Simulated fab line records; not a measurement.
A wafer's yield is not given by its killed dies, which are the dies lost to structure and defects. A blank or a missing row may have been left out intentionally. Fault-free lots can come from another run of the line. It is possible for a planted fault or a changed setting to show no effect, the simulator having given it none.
fab line records | flow n5-finfet | part 2 of 2: steps 4 to 6 of 6
[record] lots = 21 wafers = 63 last-day = 17
route steps=1938 shown HKMG_FIN@458 GATE_CUT@470
lots that met no fault: taken from a fault-free run of the same line
start-h: hours from the record's first day to the start of the lot's first wafer shown | wait-h: how many hours have passed since the lot's step before this one | " repeats the value in the row above | L1.1+2: several wafers, shown together as one row | - no value, or no start given | * or withheld: withheld | < > ~ a bound
route shown NAME@n: NAME is a module with steps in the file, n the number in the route of the first one | usual: mean and standard deviation over wafers with no fault | same: alike in all rows | chamber/n: place in a boat | sites: the reading at each site | _std_site: standard deviation of those values | _edge_site: the outer-site mean with the inner-site mean subtracted | radius-mm: for every site, how far away it sits from the centre of the wafer | mask NAME#n: copy n | behind: tool/chamber where the wafer was last shaped | hold: why the lot was held/for how many hours/how that ended | device: names the non-switching transistor (n, p or np) | end of line: tests of these same wafers at the route's end | a step without rows: its recipe alone | killed: at the first sort, the dies lost to defects and structure; wafer yield is something else | map: a wafer's dies, marking killed ones x, the rest . and places with no die _
set.NAME: the setting the step ran with; set.NAME@STEP: the setting that earlier step ran with | model.NAME: the simulator's own value behind a step, which no gauge read
steps of the route over a sample of lots; a table a step, a row a wafer
services: the hour from which a tool's chamber was out of use, counted from the record's first day as start-h (under 0 if before that day), plus the number of hours and why
[[steps]]
[step N5_GATE_CUT_STRIP_42]
[recipe] chemistry = O2 power-w = 400 temp-c = 40 pressure-mtorr = 30 rf-frequency-hz = 6e+07 bias-power-w = 0 overash-fraction = 0.3 o2-flow-sccm = 225
[usual] drypump-motor-current-A = 5.53/0.25 oes-product-au = 0.76/0.077 rf-vpp-V = 3.6/0.46 showerhead-plenum-p-Torr = 2.12/0.067 throttle-valve-pct = 16.69/0.24
[same] bias-power-w = 0
// columns lot.wafer tool chamber start-h wait-h drypump-motor-current-A oes-product-au rf-hours-counter-h rf-vpp-V showerhead-plenum-p-Torr throttle-valve-pct
L074.1 rie-diel-02 2 84.52 0.0 5.82 0.88 48 3.9 2.14 16.21
L074.2 " 0 " " 5.09 0.70 205 2.7 2.18 16.83
L074.5 " 0 " " 5.10 0.70 - 4.4 2.18 16.82
L075.1 rie-diel-01 3 87.84 0.0 5.16 0.91 27 3.5 2.14 16.83
L075.2 " 1 " " 5.48 0.71 227 3.3 2.17 16.64
L075.3 " 0 " " 5.41 0.78 126 4.2 2.03 16.73
L079.1 rie-diel-01 0 113.90 0.0 5.41 0.77 133 3.5 2.02 16.77
L079.4 " 2 " " 5.71 0.69 214 4.0 2.16 17.10
L079.6 " 0 " " 5.43 0.77 - 3.2 2.02 16.76
L080.4 rie-diel-06 1 122.76 0.0 5.31 0.70 195 3.0 2.08 16.80
L080.5 " 2 " " 5.39 0.75 - 3.5 2.18 16.51
L080.6 " 1 " " 5.31 0.70 - 3.9 2.08 16.81
L081.3 rie-diel-06 1 130.76 0.0 5.29 0.69 198 3.3 2.08 16.83
L081.4 " 0 " " 5.77 0.71 - 3.5 2.06 16.78
L081.5 " 3 " " 5.88 0.88 - 3.6 2.23 16.31
L082.1 rie-diel-01 1 132.78 0.0 5.43 0.71 239 3.8 2.17 16.67
L082.2 " 2 " " 5.76 0.69 219 4.5 2.16 17.12
L082.6 " 1 " " 5.47 0.71 - 3.4 2.17 16.68
L083.2 rie-diel-06 3 138.92 0.0 5.88 0.87 55 3.8 2.23 16.32
L083.4 " 2 " " 5.44 0.74 167 3.3 2.18 16.50
L083.6 " 0 " " 5.79 0.70 - 3.9 2.06 16.79
L084.1 rie-diel-02 0 143.28 0.0 5.12 0.69 221 3.4 2.17 16.86
L084.2 " 2 " " 5.82 0.86 64 3.3 2.13 16.23
L084.6 " 0 " " 5.11 0.69 - 3.6 2.17 16.86
L085.1 rie-diel-06 2 158.72 0.0 5.43 0.74 173 3.1 2.18 16.51
L085.5 " 1 " " 5.32 0.68 - 3.4 2.08 16.84
L085.6 " 2 " " 5.39 0.73 - 3.5 2.18 16.51
L086.1 rie-diel-02 1 159.11 0.0 5.67 0.85 54 4.6 2.04 16.62
L086.2 " 3 " " 5.36 0.76 148 3.4 2.01 16.70
L086.4 " 2 " " 5.85 0.85 70 3.8 2.13 16.27
L087.1 rie-diel-01 0 164.74 0.0 5.42 0.77 147 3.7 2.02 16.77
L087.5 " 1 " " 5.49 0.70 - 3.4 2.16 16.69
L087.6 " 3 " " 5.16 0.85 - 3.6 2.14 16.86
L089.1 rie-diel-01 0 174.58 0.0 5.41 0.74 151 3.3 2.02 16.80
L089.3 " 3 " " 5.15 0.86 53 3.3 2.14 16.85
L089.4 " 2 " " 5.74 0.68 - 3.6 2.15 17.14
L088.1 rie-diel-06 3 179.91 0.0 5.90 0.87 68 4.1 2.23 16.35
L088.4 " 1 " " 5.30 0.69 215 3.9 2.07 16.85
L088.5 " 0 " " 5.80 0.70 - 3.8 2.06 16.83
L090.3 rie-diel-02 2 182.23 0.0 5.87 0.84 77 3.3 2.13 16.25
L090.5 " 1 " " 5.67 0.83 - 3.0 2.04 16.63
L090.6 " 2 " " 5.86 0.83 - 3.2 2.13 16.27
L091.1 rie-diel-06 1 184.77 0.0 5.28 0.68 217 3.3 2.07 16.84
L091.4 " 3 " " 5.88 0.86 69 3.3 2.23 16.36
L091.5 " 1 " " 5.30 0.68 - 3.4 2.07 16.84
L092.2 rie-diel-06 0 194.69 0.0 5.77 0.70 232 3.7 2.06 16.85
L092.4 " 3 " " 5.90 0.86 71 3.8 2.23 16.35
L092.6 " 0 " " 5.78 0.69 - 3.6 2.06 16.83
L093.1 rie-diel-06 2 201.07 0.0 5.45 0.73 186 3.3 2.18 16.54
L093.4 " 0 " " 5.79 0.69 234 4.4 2.06 16.85
L093.6 " 0 " " 5.78 0.69 - 3.5 2.06 16.84
L094.1 rie-diel-06 2 204.20 0.0 5.42 0.73 186 4.2 2.18 16.55
L094.2 " 3 " " 5.90 0.86 74 2.9 2.22 16.37
L094.6 " 2 " " 5.45 0.73 - 3.6 2.18 16.56
L095.3 rie-diel-06 3 214.21 0.0 5.88 0.85 77 4.1 2.22 16.37
L095.5 " 2 " " 5.44 0.73 - 3.9 2.18 16.55
L095.6 " 1 " " 5.30 0.68 - 3.9 2.07 16.86
L096.1 rie-diel-01 3 216.36 0.0 5.18 0.84 65 4.0 2.13 16.89
L096.4 " 2 " " 5.72 0.67 244 4.3 2.15 17.17
L096.6 " 3 " " 5.16 0.83 - 4.3 2.13 16.90
L097.1 rie-diel-01 2 224.98 0.0 5.74 0.67 247 3.8 2.15 17.19
L097.2 " 3 " " 5.14 0.84 68 3.5 2.13 16.90
L097.3 " 0 " " 5.41 0.75 167 3.9 2.01 16.80
[step N5_GATE_CUT_ETCH_47]
[recipe] chemistry = Cl2/BCl3 target = SiO2 target-depth-a = 100 pressure-mtorr = 10 icp-w = 1000 bias-w = 126 Cl2_flow_sccm = 53.25 bcl3-flow-sccm = 21.75 Ar_flow_sccm = 25
[usual] drypump-motor-current-A = 5.4/0.45 mfc-cl2-sccm = 53.25/0.17 oes-product-au = 0.77/0.067 rf-fwd-power-W = 978/4.8 throttle-valve-pct = 22.70/0.3
// columns lot.wafer tool chamber start-h wait-h drypump-motor-current-A mfc-cl2-sccm oes-product-au rf-fwd-power-W rf-hours-counter-h throttle-valve-pct
L074.1 rie-metal-02 1 84.82 0.0 6.0 53.30 0.82 975 31 22.45
L074.2 " 0 " " 5.5 53.18 0.81 978 27 22.81
L074.5 " 1 " " 5.9 53.27 0.82 979 - 22.46
L075.1 rie-metal-02 0 88.14 0.0 5.6 53.23 0.81 977 27 22.81
L075.2 " 1 " " 5.9 53.23 0.81 981 31 22.45
L075.3 " 1 " " 6.0 53.17 0.81 978 - 22.46
L079.1 rie-metal-01 1 114.20 0.0 5.0 52.85 0.90 979 7 22.33
L079.4 " 0 " " 4.9 53.27 0.74 980 - 22.63
L079.6 " 1 " " 5.0 53.02 0.91 969 - 22.34
L080.4 rie-metal-02 1 123.07 0.0 6.0 52.89 0.80 983 - 22.45
L080.5 " 0 " " 5.5 53.09 0.80 975 - 22.81
L080.6 " 1 " " 6.0 53.34 0.80 977 - 22.46
L081.3 rie-metal-03 1 131.07 0.0 5.9 53.69 0.66 973 - 23.35
L081.4 " 0 " " 4.8 53.20 0.71 975 - 22.78
L081.5 " 1 " " 5.9 53.35 0.67 972 - 23.36
L082.1 rie-metal-03 0 133.08 0.0 4.8 53.50 0.70 978 65 22.78
L082.2 " 1 " " 5.9 53.26 0.66 976 98 23.34
L082.6 " 1 " " 5.8 53.16 0.66 977 - 23.35
L083.2 rie-metal-03 1 139.22 0.0 5.9 53.24 0.65 977 99 23.35
L083.4 " 0 " " 4.8 53.28 0.71 980 - 22.77
L083.6 " 0 " " 4.8 53.33 0.72 976 - 22.79
L084.1 rie-metal-01 0 143.58 0.0 4.9 53.17 0.74 986 64 22.62
L084.2 " 1 " " 5.0 53.32 0.88 976 10 22.35
L084.6 " 0 " " 4.9 53.20 0.73 984 - 22.63
L085.1 rie-metal-01 1 159.02 0.0 5.0 53.23 0.87 979 12 22.33
L085.5 " 0 " " 4.9 53.20 0.74 986 - 22.65
L085.6 " 1 " " 5.0 52.93 0.87 977 - 22.36
L086.1 rie-metal-02 1 159.41 0.0 6.0 52.99 0.80 975 36 22.46
L086.2 " 0 " " 5.6 53.03 0.79 979 31 22.80
L086.4 " 1 " " 6.0 53.22 0.80 975 - 22.46
L087.1 rie-metal-01 1 165.04 0.0 5.0 53.68 0.87 980 13 22.36
L087.5 " 0 " " 4.9 53.20 0.73 990 - 22.63
L087.6 " 1 " " 5.0 53.29 0.87 978 - 22.34
L089.1 rie-metal-02 0 174.88 0.0 5.5 53.17 0.80 975 32 22.80
L089.3 " 0 " " 5.5 53.23 0.79 970 - 22.82
L089.4 " 1 " " 5.9 53.35 0.80 976 - 22.47
L088.1 rie-metal-02 0 180.20 0.0 5.5 53.31 0.78 979 33 22.81
L088.4 " 0 " " 5.5 53.43 0.79 981 - 22.82
L088.5 " 0 " " 5.5 53.23 0.78 978 - 22.81
L090.3 rie-metal-01 0 182.54 0.0 4.9 53.42 0.73 993 - 22.66
L090.5 " 0 " " 4.9 53.25 0.72 988 - 22.64
L090.6 " 1 " " 5.0 53.46 0.86 975 - 22.33
L091.1 rie-metal-03 1 185.07 0.0 5.9 53.26 0.64 972 104 23.36
L091.4 " 0 " " 4.8 53.41 0.69 981 - 22.81
L091.5 " 0 " " 4.8 53.29 0.69 978 - 22.81
L092.2 rie-metal-03 1 195.04 0.0 5.9 53.43 0.65 971 104 23.34
L092.4 " 1 " " 5.9 53.57 0.65 975 - 23.35
L092.6 " 0 " " 4.8 53.26 0.69 974 - 22.79
L093.1 rie-metal-02 1 201.37 0.0 6.0 53.11 0.78 975 40 22.49
L093.4 " 1 " " 5.9 53.36 0.79 976 - 22.48
L093.6 " 1 " " 6.0 53.29 0.79 974 - 22.48
L094.1 rie-metal-02 0 204.50 0.0 5.5 53.27 0.78 977 35 22.82
L094.2 " 1 " " 5.9 53.32 0.79 975 40 22.49
L094.6 " 1 " " 6.0 53.17 0.78 974 - 22.47
L095.3 rie-metal-02 1 214.52 0.0 6.0 53.42 0.78 977 - 22.47
L095.5 " 0 " " 5.5 53.03 0.79 972 - 22.83
L095.6 " 1 " " 5.9 53.45 0.78 973 - 22.50
L096.1 rie-metal-02 1 216.66 0.0 6.0 52.97 0.78 975 41 22.47
L096.4 " 1 " " 5.9 53.20 0.79 976 - 22.49
L096.6 " 0 " " 5.5 53.48 0.77 982 - 22.84
L097.1 rie-metal-01 1 225.27 0.0 5.0 53.29 0.84 980 19 22.37
L097.2 " 0 " " 4.9 53.04 0.71 986 72 22.65
L097.3 " 1 " " 5.0 52.90 0.83 976 - 22.37
[step N5_GATE_CUT_VAPOR_ETCH_48]
[recipe] chemistry = BCl3/Cl2 target = TiN mode = isotropic
[usual] drypump-motor-current-A = 5.4/0.45 oes-product-au = 0.77/0.065
// columns lot.wafer tool chamber start-h wait-h drypump-motor-current-A oes-product-au
L074.1 rie-metal-02 1 84.85 0.0 6.0 0.81
L074.2 " 0 " " 5.5 0.80
L074.5 " 1 " " 5.9 0.82
L075.1 rie-metal-02 0 88.17 0.0 5.6 0.80
L075.2 " 1 " " 6.0 0.81
L075.3 " 1 " " 5.9 0.81
L079.1 rie-metal-01 1 114.23 0.0 5.0 0.91
L079.4 " 0 " " 4.9 0.75
L079.6 " 1 " " 5.0 0.90
L080.4 rie-metal-02 1 123.10 0.0 5.9 0.81
L080.5 " 0 " " 5.5 0.80
L080.6 " 1 " " 5.9 0.80
L081.3 rie-metal-03 1 131.10 0.0 5.9 0.65
L081.4 " 0 " " 4.8 0.71
L081.5 " 1 " " 5.9 0.65
L082.1 rie-metal-03 0 133.11 0.0 4.8 0.72
L082.2 " 1 " " 5.9 0.66
L082.6 " 1 " " 5.9 0.66
L083.2 rie-metal-03 1 139.25 0.0 5.8 0.65
L083.4 " 0 " " 4.8 0.71
L083.6 " 0 " " 4.8 0.71
L084.1 rie-metal-01 0 143.61 0.0 4.9 0.73
L084.2 " 1 " " 5.0 0.87
L084.6 " 0 " " 4.9 0.72
L085.1 rie-metal-01 1 159.05 0.0 5.0 0.86
L085.5 " 0 " " 4.9 0.72
L085.6 " 1 " " 5.0 0.86
L086.1 rie-metal-02 1 159.44 0.0 6.0 0.79
L086.2 " 0 " " 5.5 0.79
L086.4 " 1 " " 6.0 0.79
L087.1 rie-metal-01 1 165.07 0.0 5.0 0.86
L087.5 " 0 " " 4.9 0.73
L087.6 " 1 " " 5.0 0.85
L089.1 rie-metal-02 0 174.91 0.0 5.5 0.78
L089.3 " 0 " " 5.5 0.79
L089.4 " 1 " " 6.0 0.79
L088.1 rie-metal-02 0 180.23 0.0 5.5 0.78
L088.4 " 0 " " 5.5 0.78
L088.5 " 0 " " 5.5 0.78
L090.3 rie-metal-01 0 182.57 0.0 4.9 0.72
L090.5 " 0 " " 4.9 0.73
L090.6 " 1 " " 5.0 0.85
L091.1 rie-metal-03 1 185.10 0.0 5.8 0.64
L091.4 " 0 " " 4.8 0.70
L091.5 " 0 " " 4.8 0.70
L092.2 rie-metal-03 1 195.08 0.0 5.8 0.64
L092.4 " 1 " " 5.8 0.64
L092.6 " 0 " " 4.8 0.70
L093.1 rie-metal-02 1 201.40 0.0 6.0 0.79
L093.4 " 1 " " 6.0 0.79
L093.6 " 1 " " 6.0 0.79
L094.1 rie-metal-02 0 204.53 0.0 5.5 0.77
L094.2 " 1 " " 6.0 0.78
L094.6 " 1 " " 6.0 0.78
L095.3 rie-metal-02 1 214.55 0.0 5.9 0.79
L095.5 " 0 " " 5.5 0.78
L095.6 " 1 " " 5.9 0.79
L096.1 rie-metal-02 1 216.69 0.0 6.0 0.78
L096.4 " 1 " " 5.9 0.78
L096.6 " 0 " " 5.5 0.78
L097.1 rie-metal-01 1 225.30 0.0 5.0 0.83
L097.2 " 0 " " 4.9 0.72
L097.3 " 1 " " 5.0 0.84
[[services]]
// columns tool chamber start-h hours kind
rie-metal-03 1 63.98 21.8 repair
cvd-w-01 - 73.62 0.7 repair
cvd-w-02 0 91.73 4.7 repair
rie-diel-06 2 125.43 12.1 repair
rie-metal-02 - 129.41 25.4 repair
rie-diel-02 3 142.67 1.8 repair
cvd-w-01 - 145.74 14.6 pm
cvd-w-02 1 161.18 12.3 repair
rie-diel-01 2 164.28 2.8 repair
rie-diel-01 1 168.11 - clean
rie-diel-01 1 168.11 - consumable-replace:focus-ring
rie-diel-01 1 168.11 13.9 scheduled-down
rie-diel-01 1 168.11 13.9 vent-cycle
rie-metal-03 0 169.80 2.5 repair
